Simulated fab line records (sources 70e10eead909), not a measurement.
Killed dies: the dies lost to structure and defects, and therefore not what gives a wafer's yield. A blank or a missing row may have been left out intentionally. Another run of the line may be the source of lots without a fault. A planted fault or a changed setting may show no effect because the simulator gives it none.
Matching of chambers :: flow nand-harc :: NHARC_A_CONTACT_ETCH_102 on rie-diel-10: 4 sister chambers
The step etches the open film in CF4/O2, target depth 100 nm, overetch 10 nm, time 55 s. 4 wafers are shown with their chamber, then 10 later ones without.

== EACH WAFER AND ITS CHAMBER ==
wafer: L078.1
chamber: 0
showerhead-plenum-p-Torr (Torr): 1.29

wafer: L084.6
chamber: 1
showerhead-plenum-p-Torr (Torr): 1.24

wafer: L087.1
chamber: 2
showerhead-plenum-p-Torr (Torr): 1.32

wafer: L087.4
chamber: 3
showerhead-plenum-p-Torr (Torr): 1.43

== WAFERS WITH NO CHAMBER GIVEN ==
wafer: L087.6
showerhead-plenum-p-Torr (Torr): 1.32

wafer: L088.2
showerhead-plenum-p-Torr (Torr): 1.32

wafer: L088.3
showerhead-plenum-p-Torr (Torr): 1.24

wafer: L088.5
showerhead-plenum-p-Torr (Torr): 1.32

wafer: L091.1
showerhead-plenum-p-Torr (Torr): 1.32

wafer: L091.5
showerhead-plenum-p-Torr (Torr): 1.24

wafer: L091.6
showerhead-plenum-p-Torr (Torr): 1.32

wafer: L097.1
showerhead-plenum-p-Torr (Torr): 1.28

wafer: L097.2
showerhead-plenum-p-Torr (Torr): 1.42

wafer: L097.6
showerhead-plenum-p-Torr (Torr): 1.31

== EACH ONE'S CHAMBER ==
wafer: L087.6
from the rows above: 2
in truth: 2

wafer: L088.2
from the rows above: 2
in truth: 2

wafer: L088.3
from the rows above: 1
in truth: 1

wafer: L088.5
from the rows above: 2
in truth: 2

wafer: L091.1
from the rows above: 2
in truth: 2

wafer: L091.5
from the rows above: 1
in truth: 1

wafer: L091.6
from the rows above: 2
in truth: 2

wafer: L097.1
from the rows above: 0
in truth: 0

wafer: L097.2
from the rows above: 3
in truth: 3

wafer: L097.6
from the rows above: can't be placed: 2 or 0
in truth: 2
9 of 10 placed correctly. These rows do not allow placing 1 (true chamber among the candidates in 1). Wrongly placed: 0.
How it was worked out, from the rows above alone: a wafer's distance from a chamber is the root of the sum, over the readings, of the square of ((its reading less the chamber's mean) divided by the reading's scatter). The wafer belongs to the nearest chamber; if the next one is less than 2 further off, it can't be placed. For every chamber, the mean is computed from those of its wafers that are shown. The scatter: with one shown wafer a chamber, the root of the mean of the squares of how far each hidden wafer lies from its nearest shown one.
